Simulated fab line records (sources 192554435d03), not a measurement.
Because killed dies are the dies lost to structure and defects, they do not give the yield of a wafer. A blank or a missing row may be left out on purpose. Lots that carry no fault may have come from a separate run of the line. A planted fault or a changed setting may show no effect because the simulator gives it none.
Lot-split experiment    flow n5Finfet    7 lots, 21 wafers read, on a route of 1938 steps

== THE SPLIT ITSELF ==
At N5_BEOL_M4_COAT_73 (time 60 s, resist thk 5 nm), the setting spinRpm was moved away from the recipe's 1500 rpm on 4 of the 21 wafers read, by -2.9% to +5.8%. This setting was run at the recipe's value on the other wafers.

== FROM THE SPLIT TO THE READING: what the file shows between them, 5 steps ==
- N5_BEOL_M4_EXPOSE_08: exposes mask M4 (also split here: doseMj)
- N5_BEOL_M4_PEB_09: peb time 60 s
- N5_BEOL_M4_DEVELOP_10: develop time 30 s
- N5_BEOL_M4_CD_MEAS_11: target cd 16.79 nm
- N5_BEOL_M4_DESCUM_16: chemistry O2, time 7 s

== THE READING ==
etch.depthNm (the simulator's own value, which no gauge read), in nm, at N5_BEOL_M4_ETCH_74 (etches underlayer in N2/H2, target depth 6.5 nm, time 5.2 s). The file gives no usual value for it. Average 4.999 nm, standard deviation 0.018 nm, over the 17 wafers here run with the recipe.

wafer   tool, chamber at the split  spinRpm as run, rpm  against the recipe  etch.depthNm, nm  against lot-mates on the recipe
L076.3  lithoTrack-03, 0            1500                 recipe              4.982             -
L076.4  lithoTrack-03, 0            1500                 recipe              4.974             -
L076.6  lithoTrack-03, 0            1500                 recipe              4.996             -
L077.1  lithoTrack-02, 0            1500                 recipe              4.993             -
L077.2  lithoTrack-02, 0            1500                 recipe              5.013             -
L077.5  lithoTrack-02, 0            1500                 recipe              5.026             -
L085.1  lithoTrack-02, 0            1500                 recipe              4.98              -
L085.4  lithoTrack-02, 0            1500                 recipe              4.979             -
L085.5  lithoTrack-02, 0            1587                 +5.8%               4.854             -0.125
L088.1  lithoTrack-03, 0            1500                 recipe              5.026             -
L088.4  lithoTrack-03, 0            1500                 recipe              5.023             -
L088.5  lithoTrack-03, 0            1500                 recipe              5.013             -
L093.1  lithoTrack-02, 0            1547                 +3.1%               4.912             -0.087
L093.3  lithoTrack-02, 0            1547                 +3.1%               4.909             -0.090
L093.6  lithoTrack-02, 0            1500                 recipe              4.999             -
L094.2  lithoTrack-01, 0            1500                 recipe              5.015             -
L094.5  lithoTrack-01, 0            1500                 recipe              5.015             -
L094.6  lithoTrack-01, 0            1500                 recipe              4.995             -
L092.1  lithoTrack-01, 0            1500                 recipe              4.978             -
L092.2  lithoTrack-01, 0            1456                 -2.9%               5.052             +0.074
L092.3  lithoTrack-01, 0            1500                 recipe              4.977             -

THE FIT
A straight line over all 21 wafers: etch.depthNm changes by -0.0248 nm for each +1% of spinRpm; r = -0.92; the points scatter about the line by 0.018 nm.
The same after taking each lot's own level away (the mean of its wafers on the recipe; 21 wafers): -0.0242 nm for each +1%; r = -0.98; scatter 0.0095 nm.
The reading moves by 0.14 nm for the largest change in spinRpm, on that fit.
From 4.9775 to 5.0207 nm: that is the span of the lots' own levels, equal to 2.4 times the standard deviation above.
Consequently the slope shifts little with the lot-to-lot level, the two slopes agreeing.
Check: for one of the wafers moved furthest among these (+5.8%), held out of the fit, the line's prediction against its lot-mates is -0.159 nm. It came out at -0.125 nm against them.

== OTHER SPLITS ON THESE WAFERS ==
Before the reading, these wafers also passed through other splits. Each is held against what the fit with the lots' levels taken away leaves over:
other split on the same wafers            wafers away from the commonest value  r with etch.depthNm (lot level and that fit taken away)
N5_MOL_CONTACT_COAG_ETCH_47 overEtchFrac  8                                     -0.01
N5_BEOL_M0_SAQP_SPACER1_ALD_98 tempC      5                                     -0.04
N5_BEOL_M0_SAQP_DESCUM_45 timeS           8                                     -0.15
N5_BEOL_M0_CUTY_COAT_50 spinRpm           5                                     -0.19
N5_BEOL_M1_ETCH_64 biasW                  12                                    +0.02
N5_BEOL_M1_SPUTTER_86 timeS               7                                     +0.02
N5_BEOL_M3_HM_DEP_02 targetThkA           7                                     -0.13
N5_BEOL_M3_COAT_05 spinRpm                9                                     +0.27
N5_BEOL_M4_EXPOSE_08 doseMj               9                                     +0.13

== FILE'S OWN FIT ==
etch.depthNm changes by -0.0235 nm for each +1% of spinRpm, r = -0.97.
